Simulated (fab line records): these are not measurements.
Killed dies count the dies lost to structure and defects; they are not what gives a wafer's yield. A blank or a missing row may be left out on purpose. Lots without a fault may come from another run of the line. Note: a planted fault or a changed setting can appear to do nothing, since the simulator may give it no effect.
Split-lot experiment    flow n5 finfet    7 lots, 21 wafers read, on a route of 1938 steps

== THE SPLIT ==
At N5_SDB_COAT_04 (time 60 s, resist thk 18 nm), the setting spin rpm was moved away from the recipe's 1500 rpm on 5 of the 21 wafers read, by -6.9% to +9.8%. This setting was run at the recipe's value on the other wafers.

== FROM THE SPLIT TO THE READING: what the file shows between them, 3 steps ==
- N5_SDB_COAT_05: resist thk 90 nm
- N5_SDB_EBR_07
- N5_SDB_DESCUM_16: chemistry O2, time 7.9 s

== THE READING ==
etch.depth nm (the simulator's own value, which no gauge read), in nm, at N5_SDB_ETCH_17 (etches SiARC in CF4, target depth 23.4 nm, time 39 s). No usual value for it is given in the file. Average 18.02 nm, standard deviation 0.052 nm, over the 16 wafers here run with the recipe.

wafer   tool, chamber at the split  spin rpm as run, rpm  against the recipe  etch.depth nm, nm  against lot-mates on the recipe
L076.3  litho track-01, 0           1500                  recipe              17.99              -
L076.4  litho track-01, 0           1577                  +5.1%               17.51              -0.46
L076.6  litho track-01, 0           1500                  recipe              17.96              -
L078.1  litho track-03, 0           1500                  recipe              18.01              -
L078.2  litho track-03, 0           1500                  recipe              17.98              -
L078.5  litho track-03, 0           1500                  recipe              17.93              -
L079.1  litho track-04, 0           1500                  recipe              18.04              -
L079.2  litho track-04, 0           1397                  -6.9%               18.65              +0.61
L079.5  litho track-04, 0           1397                  -6.9%               18.67              +0.63
L081.1  litho track-03, 0           1500                  recipe              17.98              -
L081.2  litho track-03, 0           1500                  recipe              18.02              -
L081.4  litho track-03, 0           1500                  recipe              17.97              -
L082.2  litho track-04, 0           1500                  recipe              18.03              -
L082.3  litho track-04, 0           1500                  recipe              18.06              -
L082.5  litho track-04, 0           1404                  -6.4%               18.64              +0.59
L084.2  litho track-01, 0           1500                  recipe              18.03              -
L084.3  litho track-01, 0           1500                  recipe              18.03              -
L084.5  litho track-01, 0           1500                  recipe              18.06              -
L095.2  litho track-04, 0           1500                  recipe              18.14              -
L095.3  litho track-04, 0           1500                  recipe              18.1               -
L095.5  litho track-04, 0           1647                  +9.8%               17.3               -0.82

FIT RESULTS
A straight line over all 21 wafers: etch.depth nm changes by -0.0868 nm for each +1% of spin rpm; r = -0.98; the points scatter about the line by 0.061 nm.
The same after taking each lot's own level away (the mean of its wafers on the recipe; 21 wafers): -0.0882 nm for each +1%; r = -1.00; scatter 0.023 nm.
The reading moves by 0.86 nm for the largest change in spin rpm, on that fit.
Across the lots, their own levels run from 17.973 to 18.120 nm, a range of 2.8 times the standard deviation given above.
So the lot-to-lot level changes the slope little: the two slopes agree.
Check: for one of the wafers moved furthest among these (+9.8%), held out of the fit, the line's prediction against its lot-mates is -0.891 nm. Against them it came out at -0.82 nm.

== THESE WAFERS: OTHER SPLITS ==
Note: prior to the reading, these wafers also went through further splits. Each is held against what the fit with the lots' levels taken away leaves over:
other split on the same wafers      wafers away from the commonest value  r with etch.depth nm (lot level and that fit taken away)
N5_SD_EPI_N_PEB_07 peb time s       7                                     -0.08
N5_SD_EPI_N_ETCH_45 target depth a  7                                     +0.10

== THE WHOLE CHAIN: every reading that the file lists as answering this split, in the file's order ==
step            what it does                                          reading                                                                       change (the file's fit)                 r (the file's)
N5_SDB_COAT_04  time 60 s, resist thk 18 nm                           SiARC_of_SDB_COAT_04.thk nm (the simulator's own value, which no gauge read)  -0.0848 nm for each +1% of the setting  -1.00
N5_SDB_ETCH_17  etches SiARC in CF4, target depth 23.4 nm, time 39 s  etch.depth nm (the simulator's own value, which no gauge read)                -0.0878 nm for each +1% of the setting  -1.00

== THE FILE'S OWN FIT ==
etch.depth nm changes by -0.0878 nm for each +1% of spin rpm, r = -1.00.
